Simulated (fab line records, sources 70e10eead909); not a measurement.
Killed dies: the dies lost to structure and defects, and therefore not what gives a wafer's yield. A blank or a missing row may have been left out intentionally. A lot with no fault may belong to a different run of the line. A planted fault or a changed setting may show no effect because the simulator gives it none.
Matching of chambers || flow nand harc || 3 sister chambers for NHARC_A_STAIRCASE_DEP_280 on pecvd-01
The step deposits SiON, target thk 30 nm. 18 wafers are shown with their chamber, then 9 later ones without.

== WAFERS, EACH WITH ITS CHAMBER ==
{"wafer": "L075.1", "chamber": 1, "showerhead vpp V (V)": 1106, "heater power w (W)": 745, "rf fwd power W (W)": 349.4}
{"wafer": "L075.3", "chamber": 0, "showerhead vpp V (V)": 1184, "heater power w (W)": 812, "rf fwd power W (W)": 348.5}
{"wafer": "L075.5", "chamber": 0, "showerhead vpp V (V)": 1167, "heater power w (W)": 837, "rf fwd power W (W)": 349.4}
{"wafer": "L076.1", "chamber": 2, "showerhead vpp V (V)": 1042, "heater power w (W)": 619, "rf fwd power W (W)": 347.6}
{"wafer": "L076.4", "chamber": 1, "showerhead vpp V (V)": 1111, "heater power w (W)": 819, "rf fwd power W (W)": 349.5}
{"wafer": "L076.5", "chamber": 2, "showerhead vpp V (V)": 1037, "heater power w (W)": 616, "rf fwd power W (W)": 348.4}
{"wafer": "L081.1", "chamber": 0, "showerhead vpp V (V)": 1170, "heater power w (W)": 864, "rf fwd power W (W)": 351.2}
{"wafer": "L081.3", "chamber": 2, "showerhead vpp V (V)": 1024, "heater power w (W)": 586, "rf fwd power W (W)": 350.3}
{"wafer": "L081.5", "chamber": 1, "showerhead vpp V (V)": 1115, "heater power w (W)": 650, "rf fwd power W (W)": 348.2}
{"wafer": "L082.1", "chamber": 1, "showerhead vpp V (V)": 1100, "heater power w (W)": 727, "rf fwd power W (W)": 347.1}
{"wafer": "L082.2", "chamber": 2, "showerhead vpp V (V)": 1031, "heater power w (W)": 651, "rf fwd power W (W)": 348.8}
{"wafer": "L082.3", "chamber": 0, "showerhead vpp V (V)": 1187, "heater power w (W)": 775, "rf fwd power W (W)": 349.4}
{"wafer": "L083.1", "chamber": 0, "showerhead vpp V (V)": 1186, "heater power w (W)": 761, "rf fwd power W (W)": 350.0}
{"wafer": "L083.2", "chamber": 2, "showerhead vpp V (V)": 1032, "heater power w (W)": 639, "rf fwd power W (W)": 348.3}
{"wafer": "L083.6", "chamber": 2, "showerhead vpp V (V)": 1028, "heater power w (W)": 640, "rf fwd power W (W)": 347.8}
{"wafer": "L089.1", "chamber": 0, "showerhead vpp V (V)": 1168, "heater power w (W)": 835, "rf fwd power W (W)": 349.3}
{"wafer": "L089.2", "chamber": 1, "showerhead vpp V (V)": 1114, "heater power w (W)": 744, "rf fwd power W (W)": 348.7}
{"wafer": "L089.6", "chamber": 1, "showerhead vpp V (V)": 1125, "heater power w (W)": 771, "rf fwd power W (W)": 349.8}

SIGNATURES (averages over the wafers above)
{"reading": "showerhead vpp V", "chamber 0": 1177.00, "chamber 1": 1111.83, "chamber 2": 1032.33, "scatter within a chamber": 8.28}
{"reading": "heater power w", "chamber 0": 814.00, "chamber 1": 742.67, "chamber 2": 625.17, "scatter within a chamber": 41.6}
{"reading": "rf fwd power W", "chamber 0": 349.633, "chamber 1": 348.783, "chamber 2": 348.533, "scatter within a chamber": 0.962}
Rule: for each reading, subtract the chamber's mean from the wafer's reading, divide by that reading's scatter and square the result; add these up over the readings and take the root, which gives the wafer's distance from the chamber. The wafer belongs to the nearest chamber; if the next one is less than 2 further off, it can't be placed. The scatter: the root of (the sum of the squares of (reading less its chamber's mean) over the shown wafers, divided by (wafers less chambers)).

== WAFERS WITH NO CHAMBER GIVEN ==
{"wafer": "L091.2", "showerhead vpp V (V)": 1013, "heater power w (W)": 703, "rf fwd power W (W)": 348.8}
{"wafer": "L091.3", "showerhead vpp V (V)": 1176, "heater power w (W)": 889, "rf fwd power W (W)": 348.0}
{"wafer": "L091.4", "showerhead vpp V (V)": 1131, "heater power w (W)": 668, "rf fwd power W (W)": 347.2}
{"wafer": "L093.1", "showerhead vpp V (V)": 1119, "heater power w (W)": 748, "rf fwd power W (W)": 349.1}
{"wafer": "L093.3", "showerhead vpp V (V)": 1031, "heater power w (W)": 695, "rf fwd power W (W)": 348.9}
{"wafer": "L093.4", "showerhead vpp V (V)": 1155, "heater power w (W)": 840, "rf fwd power W (W)": 348.7}
{"wafer": "L094.1", "showerhead vpp V (V)": 1117, "heater power w (W)": 795, "rf fwd power W (W)": 348.2}
{"wafer": "L094.3", "showerhead vpp V (V)": 1003, "heater power w (W)": 672, "rf fwd power W (W)": 348.0}
{"wafer": "L094.6", "showerhead vpp V (V)": 1027, "heater power w (W)": 669, "rf fwd power W (W)": 349.5}

== CHAMBER TAKEN BY EACH ==
{"wafer": "L091.2", "from the rows above": 2, "in truth": 2}
{"wafer": "L091.3", "from the rows above": 0, "in truth": 0}
{"wafer": "L091.4", "from the rows above": 1, "in truth": 1}
{"wafer": "L093.1", "from the rows above": 1, "in truth": 1}
{"wafer": "L093.3", "from the rows above": 2, "in truth": 2}
{"wafer": "L093.4", "from the rows above": 0, "in truth": 0}
{"wafer": "L094.1", "from the rows above": 1, "in truth": 1}
{"wafer": "L094.3", "from the rows above": 2, "in truth": 2}
{"wafer": "L094.6", "from the rows above": 2, "in truth": 2}
9 of 9 placed correctly. From these rows, 0 cannot be placed. 0 placed wrongly.
